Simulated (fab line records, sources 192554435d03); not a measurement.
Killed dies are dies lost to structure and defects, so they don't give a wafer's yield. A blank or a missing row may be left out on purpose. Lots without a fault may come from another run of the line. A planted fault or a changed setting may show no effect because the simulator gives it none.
fab line records | flow n5_finfet | part 1 of 2: steps 1 to 4 of 6
record lots=23 wafers=69 last_day=17
route steps=1938 shown SDB@360 HKMG_FIN@441 GATE_CUT@467
lots that met no fault: from a run of the same line without faults
start_h: hours from the record's first day to the start of the lot's first wafer shown | wait_h: hours since the lot's step before | " the same as in the row above | L1.1+2: a row that stands for several wafers | - no value, or no start given | * or withheld: withheld | < > ~ a bound
route shown NAME@n: a module of which the file shows steps, and the number in the route of the first | usual: mean/standard deviation of fault-free wafers | same: alike in all rows | chamber/n: place in a boat | sites: the reading at each site | _std_site: their standard deviation | _edge_site: outer sites' mean less inner sites' | radius_mm: how far each site lies from the wafer's centre | mask NAME#n: copy n | behind: the tool/chamber that last shaped the wafer | hold: why the lot was held/for how many hours/how that ended | device: the transistor (n, p or np) that didn't switch | end of line: the same wafers' tests at the end of the route | a step without rows: its recipe alone | killed: dies lost to structure and defects at the first sort, not the wafer's yield | map: a wafer's dies, x killed, . not, _ none there
set.NAME: the setting as run; set.NAME@STEP: as run at that earlier step | model.NAME: the simulator's own value behind a step, which no gauge read
steps of the route over a sample of lots; a table a step, a row a wafer
services: from which hour (start_h, from the record's first day; less than 0 if before it) a tool's chamber was out of use, for how many hours, and why
## steps
# step N5_SDB_ETCH_17
# recipe chemistry=CF4 target=SiARC target_depth_a=234 mask_material=CAR-ArF time_s=39 ion_energy_ev=80 pressure_mtorr=40 source_w=545 bias_w=36 Ar_flow_sccm=100 cf4_flow_sccm=100 ends=cleared
# usual drypump_motor_current_A=5.5/0.37 etch_rf_on_time_s=39.4/1.6 oes_product_au=0.67/0.08 rf_vpp_V=184.0/1.2 showerhead_plenum_p_Torr=2.13/0.07 throttle_valve_pct=15.60/0.25
# columns lot.wafer tool chamber start_h wait_h drypump_motor_current_A etch_rf_on_time_s oes_product_au rf_hours_counter_h rf_vpp_V showerhead_plenum_p_Torr throttle_valve_pct
L074.2 rie_diel-01 2 68.74 0.0 5.4 37.3 0.79 29 183.9 2.18 15.37
L074.4 " 2 " " 5.4 37.6 0.79 - 184.2 2.18 15.38
L074.5 " 3 " " 5.9 39.5 0.62 - 185.4 2.21 15.66
L075.1 rie_diel-01 0 71.03 0.0 6.0 40.6 0.86 0 184.5 2.12 15.31
L075.2 " 2 " " 5.4 37.6 0.78 31 183.8 2.18 15.37
L075.5 " 1 " " 5.2 40.2 0.66 - 186.4 2.14 15.59
L076.3 rie_diel-01 2 78.10 0.0 5.4 37.8 0.76 34 184.3 2.18 15.38
L076.5 " 0 " " 6.0 40.9 0.84 - 183.0 2.11 15.29
L076.6 " 3 " " 5.9 40.2 0.62 - 185.3 2.21 15.65
L077.2 rie_diel-01 2 83.33 0.0 5.4 38.0 0.76 36 186.2 2.18 15.37
L077.3 " 3 " " 6.0 40.2 0.62 171 184.8 2.21 15.67
L077.4 " 3 " " 6.0 40.1 0.62 - 184.1 2.21 15.67
L078.2 rie_diel-01 0 90.81 0.0 6.0 40.2 0.83 6 181.7 2.11 15.33
L078.3 " 1 " " 5.2 39.9 0.65 119 184.7 2.14 15.61
L078.4 " 2 " " 5.4 37.7 0.76 38 183.3 2.18 15.38
L079.2 rie_diel-01 3 97.32 0.0 5.9 40.1 0.61 176 184.8 2.21 15.66
L079.3 " 2 " " 5.4 37.9 0.76 41 184.7 2.18 15.40
L079.6 " 1 " " 5.2 40.0 0.65 - 186.1 2.14 15.63
L080.3 rie_diel-01 3 104.91 0.0 5.9 39.8 0.62 179 183.8 2.21 15.67
L080.4 " 1 " " 5.2 39.8 0.66 125 183.3 2.14 15.61
L080.6 " 2 " " 5.4 37.2 0.76 - 183.9 2.18 15.42
L081.3 rie_diel-04 1 108.57 0.0 5.6 40.1 0.59 213 184.3 2.03 15.68
L081.4 " 2 " " 5.7 40.6 0.60 209 184.4 2.22 15.99
L081.6 " 2 " " 5.7 40.5 0.60 - 184.8 2.22 16.01
L082.1 rie_diel-04 0 111.88 0.0 6.0 41.0 0.57 239 184.4 2.20 15.69
L082.2 " 3 " " 5.0 38.1 0.60 235 185.7 2.19 15.49
L082.3 " 1 " " 5.6 40.3 0.59 214 181.4 2.03 15.69
L083.2 rie_diel-01 1 118.08 0.0 5.2 39.8 0.65 129 184.3 2.14 15.62
L083.5 " 2 " " 5.4 37.6 0.76 - 185.1 2.17 15.39
L083.6 " 1 " " 5.2 39.9 0.65 - 183.2 2.14 15.62
L084.2 rie_diel-01 2 124.87 0.0 5.4 38.2 0.74 50 184.7 2.17 15.40
L084.3 " 0 " " 6.0 40.9 0.79 18 184.8 2.11 15.34
L084.4 " 3 " " 5.9 40.4 0.60 184 184.7 2.21 15.67
L085.1 rie_diel-05 3 135.03 0.0 5.0 36.7 0.63 205 184.2 2.21 15.72
L085.4 " 1 " " 5.6 41.7 0.69 58 183.6 2.09 15.32
L085.5 " 1 " " 5.6 41.7 0.68 - 184.1 2.09 15.32
L086.1 rie_diel-04 2 142.24 0.0 5.7 41.2 0.58 220 184.4 2.21 16.03
L086.2 " 3 " " 5.0 38.8 0.59 245 186.3 2.19 15.54
L086.6 " 3 " " 5.0 38.8 0.59 - 184.0 2.19 15.54
L087.1 rie_diel-05 2 151.52 0.0 5.7 37.9 0.68 136 181.3 1.98 15.96
L087.2 " 3 " " 5.0 36.2 0.62 211 184.3 2.20 15.72
L087.4 " 3 " " 5.0 36.4 0.62 - 184.2 2.20 15.74
L088.2 rie_diel-05 1 151.88 0.0 5.6 41.3 0.68 63 185.2 2.09 15.34
L088.5 " 3 " " 5.0 36.4 0.63 - 186.0 2.20 15.73
L088.6 " 2 " " 5.7 38.0 0.68 - 183.0 1.98 15.96
L089.1 rie_diel-05 0 164.57 0.0 4.8 37.9 0.61 190 183.0 2.05 15.84
L089.4 " 1 " " 5.6 41.9 0.67 68 182.0 2.08 15.36
L089.6 " 2 " " 5.7 38.2 0.68 - 182.1 1.98 15.99
L090.1 rie_diel-01 1 170.95 0.0 5.2 40.3 0.63 148 184.0 2.13 15.66
L090.3 " 2 " " 5.4 38.4 0.72 66 183.5 2.17 15.45
L090.5 " 2 " " 5.4 38.2 0.72 - 184.4 2.17 15.45
L092.2 rie_diel-05 2 179.52 0.0 5.7 38.4 0.67 146 182.1 1.98 15.96
L092.4 " 0 " " 4.9 38.4 0.61 194 183.6 2.05 15.84
L092.6 " 0 " " 4.9 38.4 0.61 - 182.1 2.05 15.84
L093.2 rie_diel-01 1 182.12 0.0 5.2 39.7 0.63 152 183.0 2.13 15.69
L093.3 " 2 " " 5.4 37.8 0.73 70 185.6 2.17 15.45
L093.5 " 2 " " 5.4 37.6 0.73 - 184.6 2.17 15.43
L094.1 rie_diel-04 1 190.40 0.0 5.6 40.4 0.58 248 182.7 2.02 15.76
L094.5 " 1 " " 5.6 40.1 0.57 - 182.4 2.02 15.77
L094.6 " 2 " " 5.7 41.6 0.57 - 185.4 2.20 16.07
L095.1 rie_diel-05 0 192.89 0.0 4.9 38.3 0.60 199 183.0 2.05 15.87
L095.2 " 2 " " 5.7 37.5 0.68 151 182.4 1.98 15.99
L095.5 " 1 " " 5.6 41.8 0.66 - 184.4 2.08 15.37
L096.2 rie_diel-04 3 203.29 0.0 5.1 36.7 0.81 6 184.7 2.18 15.00
L096.4 " 2 " " 5.6 41.1 0.57 - 185.4 2.20 16.08
L096.6 " 2 " " 5.7 41.0 0.57 - 184.3 2.20 16.08
L097.3 rie_diel-01 2 205.18 0.0 5.4 38.7 0.72 81 183.3 2.16 15.47
L097.5 " 2 " " 5.4 38.5 0.72 - 183.9 2.16 15.48
L097.6 " 1 " " 5.2 40.2 0.63 - 185.0 2.12 15.71
# step N5_SDB_ETCH_18
# recipe chemistry=N2/H2 target=SOC target_depth_a=1000 overetch_a=200 mask_material=SiARC temp_c=40 time_s=150 ion_energy_ev=200 pressure_mtorr=30 source_w=840 bias_w=150 n2_flow_sccm=200 h2_flow_sccm=200
# usual drypump_motor_current_A=5.5/0.36 oes_product_au=0.71/0.081 rf_vpp_V=523.5/2.7 showerhead_plenum_p_Torr=2.53/0.084 throttle_valve_pct=17.80/0.26
# columns lot.wafer tool chamber start_h wait_h drypump_motor_current_A oes_product_au rf_hours_counter_h rf_vpp_V showerhead_plenum_p_Torr throttle_valve_pct
L074.2 rie_diel-01 2 68.77 0.0 5.4 0.80 29 525.9 2.58 17.49
L074.4 " 2 " " 5.4 0.80 - 525.1 2.58 17.49
L074.5 " 3 " " 5.9 0.66 - 526.6 2.65 17.93
L075.1 rie_diel-01 0 71.07 0.0 6.0 0.93 0 522.7 2.48 17.46
L075.2 " 2 " " 5.4 0.80 31 524.9 2.58 17.49
L075.5 " 1 " " 5.2 0.70 - 524.1 2.55 17.81
L076.3 rie_diel-01 2 78.13 0.0 5.4 0.79 34 526.0 2.58 17.49
L076.5 " 0 " " 6.0 0.90 - 523.4 2.48 17.46
L076.6 " 3 " " 5.9 0.66 - 525.7 2.65 17.93
L077.2 rie_diel-01 2 83.36 0.0 5.4 0.79 36 524.9 2.58 17.49
L077.3 " 3 " " 6.0 0.65 171 526.7 2.65 17.93
L077.4 " 3 " " 5.9 0.66 - 526.4 2.65 17.94
L078.2 rie_diel-01 0 90.84 0.0 6.1 0.88 6 521.9 2.48 17.47
L078.3 " 1 " " 5.2 0.70 119 524.2 2.55 17.85
L078.4 " 2 " " 5.4 0.79 38 526.2 2.58 17.51
L079.2 rie_diel-01 3 97.36 0.0 5.9 0.66 176 527.0 2.65 17.94
L079.3 " 2 " " 5.4 0.78 41 525.9 2.57 17.51
L079.6 " 1 " " 5.2 0.70 - 523.9 2.55 17.84
L080.3 rie_diel-01 3 104.94 0.0 5.9 0.65 179 526.3 2.64 17.95
L080.4 " 1 " " 5.2 0.69 125 523.7 2.55 17.86
L080.6 " 2 " " 5.4 0.78 - 524.0 2.57 17.51
L081.3 rie_diel-04 1 108.61 0.0 5.6 0.63 213 518.9 2.43 18.03
L081.4 " 2 " " 5.7 0.64 209 527.7 2.59 17.93
L081.6 " 2 " " 5.7 0.64 - 526.3 2.59 17.94
L082.1 rie_diel-04 0 111.92 0.0 6.1 0.61 239 524.0 2.61 17.80
L082.2 " 3 " " 5.1 0.62 235 525.6 2.63 17.89
L082.3 " 1 " " 5.6 0.63 214 519.4 2.42 18.00
L083.2 rie_diel-01 1 118.11 0.0 5.2 0.69 129 523.8 2.55 17.85
L083.5 " 2 " " 5.4 0.78 - 525.2 2.57 17.52
L083.6 " 1 " " 5.2 0.69 - 523.6 2.55 17.87
L084.2 rie_diel-01 2 124.91 0.0 5.4 0.77 50 526.5 2.57 17.52
L084.3 " 0 " " 6.0 0.85 18 520.7 2.47 17.50
L084.4 " 3 " " 5.9 0.65 184 527.7 2.64 17.96
L085.1 rie_diel-05 3 135.06 0.0 5.0 0.63 205 525.2 2.61 17.71
L085.4 " 1 " " 5.6 0.74 58 522.6 2.48 17.61
L085.5 " 1 " " 5.6 0.74 - 521.5 2.48 17.59
L086.1 rie_diel-04 2 142.28 0.0 5.7 0.64 220 526.2 2.59 17.96
L086.2 " 3 " " 5.1 0.61 245 526.5 2.62 17.91
L086.6 " 3 " " 5.1 0.62 - 525.1 2.62 17.92
L087.1 rie_diel-05 2 151.56 0.0 5.7 0.70 136 517.8 2.36 18.34
L087.2 " 3 " " 5.0 0.62 211 525.3 2.61 17.72
L087.4 " 3 " " 5.0 0.63 - 525.2 2.61 17.72
L088.2 rie_diel-05 1 151.91 0.0 5.6 0.74 63 521.7 2.48 17.63
L088.5 " 3 " " 5.0 0.64 - 526.5 2.61 17.73
L088.6 " 2 " " 5.8 0.70 - 518.7 2.36 18.34
L089.1 rie_diel-05 0 164.61 0.0 4.9 0.62 190 520.8 2.44 18.07
L089.4 " 1 " " 5.6 0.73 68 520.9 2.47 17.61
L089.6 " 2 " " 5.7 0.70 - 517.4 2.36 18.35
L090.1 rie_diel-01 1 170.98 0.0 5.2 0.67 148 523.6 2.54 17.90
L090.3 " 2 " " 5.4 0.75 66 524.6 2.56 17.56
L090.5 " 2 " " 5.4 0.76 - 524.5 2.56 17.55
L092.2 rie_diel-05 2 179.56 0.0 5.7 0.69 146 519.0 2.36 18.34
L092.4 " 0 " " 4.8 0.63 194 520.4 2.44 18.07
L092.6 " 0 " " 4.8 0.62 - 520.5 2.44 18.07
L093.2 rie_diel-01 1 182.15 0.0 5.2 0.67 152 523.1 2.54 17.89
L093.3 " 2 " " 5.4 0.75 70 525.2 2.56 17.57
L093.5 " 2 " " 5.4 0.75 - 524.5 2.56 17.55
L094.1 rie_diel-04 1 190.44 0.0 5.6 0.61 248 521.2 2.41 18.08
L094.5 " 1 " " 5.6 0.61 - 519.5 2.41 18.07
L094.6 " 2 " " 5.7 0.63 - 525.8 2.58 17.99
L095.1 rie_diel-05 0 192.92 0.0 4.9 0.62 199 519.8 2.44 18.06
L095.2 " 2 " " 5.7 0.68 151 517.6 2.35 18.34
L095.5 " 1 " " 5.6 0.72 - 521.5 2.47 17.65
L096.2 rie_diel-04 3 203.34 0.0 5.0 0.82 6 524.0 2.62 17.37
L096.4 " 2 " " 5.7 0.62 - 525.4 2.57 18.00
L096.6 " 2 " " 5.7 0.63 - 526.6 2.57 18.01
L097.3 rie_diel-01 2 205.21 0.0 5.4 0.74 81 524.2 2.56 17.58
L097.5 " 2 " " 5.4 0.74 - 523.8 2.56 17.59
L097.6 " 1 " " 5.2 0.67 - 523.6 2.53 17.92
# step N5_HKMG_FIN_STRIP_19
# recipe chemistry=N2/H2 power_w=2500 temp_c=300 h2_frac=0.65 time_s=360 pressure_mtorr=withheld n2_flow_sccm=1750 h2_flow_sccm=3250
# usual drypump_motor_current_A=5.8/0.85 heater_power_w=452/17
# columns lot.wafer tool chamber start_h wait_h drypump_motor_current_A heater_power_w rf_hours_counter_h
L074.2 plasma_asher-02 1 78.64 0.0 4.8 437 39
L074.4 " 0 " " 6.7 470 -
L074.5 " 1 " " 4.8 435 -
L075.1 plasma_asher-02 1 80.61 0.0 4.8 431 40
L075.2 " 0 " " 6.8 466 40
L075.5 " 0 " " 6.7 460 -
L076.3 plasma_asher-01 0 87.73 0.1 5.4 463 -
L076.5 " 0 " " 5.4 464 -
L076.6 " 1 " " 6.6 450 -
L077.2 plasma_asher-02 1 93.65 0.0 4.8 428 42
L077.3 " 0 " " 6.7 462 -
L077.4 " 1 " " 4.8 428 -
L078.2 plasma_asher-02 0 100.55 0.0 6.7 457 43
L078.3 " 1 " " 4.8 441 -
L078.4 " 0 " " 6.7 455 -
L079.2 plasma_asher-02 1 107.12 0.0 4.8 430 45
L079.3 " 0 " " 6.7 467 -
L079.6 " 0 " " 6.7 456 -
L080.3 plasma_asher-02 1 114.74 0.1 4.8 435 -
L080.4 " 0 " " 6.7 472 -
L080.6 " 0 " " 6.7 461 -
L081.3 plasma_asher-02 1 118.08 0.1 4.8 445 -
L081.4 " 0 " " 6.7 464 -
L081.6 " 1 " " 4.8 438 -
L082.1 plasma_asher-01 1 121.43 0.0 6.5 443 92
L082.2 " 0 " " 5.4 465 92
L082.3 " 1 " " 6.5 441 -
L083.2 plasma_asher-02 1 127.82 0.0 4.7 434 50
L083.5 " 1 " " 4.8 428 -
L083.6 " 0 " " 6.8 455 -
L084.2 plasma_asher-01 0 135.22 0.0 5.4 475 94
L084.3 " 1 " " 6.6 454 -
L084.4 " 0 " " 5.4 477 -
L085.1 plasma_asher-02 0 144.86 0.0 6.7 456 53
L085.4 " 1 " " 4.8 430 -
L085.5 " 0 " " 6.7 463 -
L086.1 plasma_asher-01 0 152.42 0.0 5.3 479 96
L086.2 " 1 " " 6.6 448 96
L086.6 " 0 " " 5.4 481 -
L088.2 plasma_asher-02 0 161.46 0.0 6.7 461 56
L088.5 " 0 " " 6.7 463 -
L088.6 " 1 " " 4.8 428 -
L087.1 plasma_asher-01 0 162.07 0.0 5.4 463 98
L087.2 " 1 " " 6.5 454 98
L087.4 " 0 " " 5.4 464 -
L089.1 plasma_asher-02 1 174.50 0.0 4.8 435 58
L089.4 " 1 " " 4.8 427 -
L089.6 " 1 " " 4.7 421 -
L090.1 plasma_asher-02 0 180.83 0.0 6.7 468 60
L090.3 " 0 " " 6.7 464 -
L090.5 " 1 " " 4.8 424 -
L092.2 plasma_asher-01 0 189.60 0.0 5.3 481 104
L092.4 " 0 " " 5.4 479 -
L092.6 " 1 " " 6.5 449 -
L093.2 plasma_asher-02 1 192.17 0.0 4.8 423 63
L093.3 " 0 " " 6.7 462 -
L093.5 " 0 " " 6.7 454 -
L094.1 plasma_asher-01 0 200.68 0.0 5.4 478 106
L094.5 " 0 " " 5.4 478 -
L094.6 " 1 " " 6.6 462 -
L095.1 plasma_asher-02 0 203.35 0.0 6.7 461 66
L095.2 " 1 " " 4.8 423 66
L095.5 " 0 " " 6.7 468 -
L096.2 plasma_asher-02 1 214.63 0.0 4.8 435 67
L096.4 " 0 " " 6.7 465 -
L096.6 " 1 " " 4.8 428 -
L097.3 plasma_asher-01 1 215.82 0.1 6.5 448 -
L097.5 " 0 " " 5.4 476 -
L097.6 " 1 " " 6.5 455 -
# step N5_HKMG_FIN_ETCHBACK_68
# recipe chemistry=Cl2/Ar stop_on=HfO2 target_depth_a=5 pressure_mtorr=10 icp_w=600 bias_w=60 Cl2_flow_sccm=40 Ar_flow_sccm=60
# usual drypump_motor_current_A=5.7/0.46 oes_product_au=0.76/0.073 throttle_valve_pct=20.93/0.16
# columns lot.wafer tool chamber start_h wait_h drypump_motor_current_A oes_product_au rf_hours_counter_h throttle_valve_pct
L074.2 rie_metal-01 0 80.74 0.0 5.6 0.77 40 20.97
L074.4 " 0 " " 5.6 0.77 - 20.96
L074.5 " 1 " " 4.9 0.83 - 20.68
L075.1 rie_metal-01 1 82.64 0.0 4.9 0.83 24 20.68
L075.2 " 0 " " 5.6 0.66 40 21.09
L075.5 " 1 " " 4.9 0.83 - 20.65
L076.3 rie_metal-02 0 89.66 0.1 5.9 0.73 - 21.12
L076.5 " 0 " " 6.0 0.73 - 21.12
L076.6 " 1 " " 6.3 0.82 - 21.12
L077.2 rie_metal-02 0 95.66 0.0 5.9 0.73 66 21.12
L077.3 " 1 " " 6.3 0.82 - 21.11
L077.4 " 0 " " 5.9 0.73 - 21.09
L078.2 rie_metal-02 0 102.67 0.0 5.9 0.73 66 21.12
L078.3 " 1 " " 6.3 0.81 - 21.13
L078.4 " 0 " " 5.9 0.72 - 21.12
L079.2 rie_metal-01 0 109.14 0.0 5.6 0.76 43 20.97
L079.3 " 0 " " 5.6 0.75 - 20.98
L079.6 " 0 " " 5.6 0.76 - 20.97
L080.3 rie_metal-03 1 116.68 0.1 6.1 0.65 - 20.81
L080.4 " 0 " " 5.8 0.90 - 20.93
L080.6 " 1 " " 6.1 0.64 - 20.81
L081.3 rie_metal-01 1 120.14 0.1 4.9 0.82 - 20.68
L081.4 " 0 " " 5.6 0.76 - 20.97
L081.6 " 1 " " 4.9 0.82 - 20.68
L082.1 rie_metal-01 0 123.48 0.0 5.6 0.75 44 20.97
L082.2 " 1 " " 4.9 0.80 28 20.67
L082.3 " 0 " " 5.6 0.75 - 20.99
L083.2 rie_metal-01 0 129.85 0.0 5.6 0.76 45 20.97
L083.5 " 0 " " 5.6 0.75 - 20.99
L083.6 " 1 " " 4.9 0.81 - 20.68
L084.2 rie_metal-02 0 137.24 0.0 5.9 0.72 70 21.12
L084.3 " 0 " " 6.0 0.71 - 21.12
L084.4 " 1 " " 6.3 0.79 - 21.14
L085.1 rie_metal-01 0 146.88 0.0 5.6 0.75 47 20.97
L085.4 " 1 " " 4.9 0.80 - 20.69
L085.5 " 0 " " 5.6 0.75 - 20.98
L086.1 rie_metal-03 0 154.43 0.0 5.8 0.88 7 20.92
L086.2 " 1 " " 6.1 0.64 101 20.83
L086.6 " 0 " " 5.8 0.88 - 20.93
L088.2 rie_metal-02 1 163.47 0.0 6.3 0.80 25 21.12
L088.5 " 1 " " 6.3 0.79 - 21.12
L088.6 " 0 " " 5.9 0.72 - 21.12
L087.1 rie_metal-03 0 164.22 0.0 5.8 0.89 8 20.92
L087.2 " 1 " " 6.1 0.64 102 20.84
L087.4 " 1 " " 6.0 0.64 - 20.83
L089.1 rie_metal-02 0 176.55 0.0 5.9 0.71 74 21.13
L089.4 " 0 " " 5.9 0.71 - 21.14
L089.6 " 0 " " 5.9 0.71 - 21.15
L090.1 rie_metal-02 1 182.89 0.0 6.2 0.78 27 21.15
L090.3 " 1 " " 6.3 0.79 - 21.14
L090.5 " 0 " " 5.9 0.73 - 21.11
L092.2 rie_metal-03 0 191.63 0.0 5.8 0.87 10 20.95
L092.4 " 0 " " 5.8 0.86 - 20.94
L092.6 " 1 " " 6.0 0.63 - 20.85
L093.2 rie_metal-01 0 194.19 0.0 5.7 0.75 50 20.99
L093.3 " 1 " " 4.9 0.79 - 20.69
L093.5 " 1 " " 4.9 0.79 - 20.69
L094.1 rie_metal-03 0 202.85 0.0 5.8 0.86 12 20.92
L094.5 " 0 " " 5.8 0.87 - 20.92
L094.6 " 1 " " 6.1 0.63 - 20.86
L095.1 rie_metal-01 0 205.40 0.0 5.6 0.74 51 20.99
L095.2 " 1 " " 4.8 0.79 35 20.69
L095.5 " 1 " " 4.9 0.79 - 20.70
L096.2 rie_metal-03 0 216.64 0.0 5.8 0.85 13 20.95
L096.4 " 1 " " 6.0 0.62 - 20.84
L096.6 " 0 " " 5.7 0.85 - 20.92
L097.3 rie_metal-01 1 217.78 0.1 4.9 0.79 - 20.70
L097.5 " 0 " " 5.6 0.75 - 21.00
L097.6 " 1 " " 4.9 0.66 - 20.88
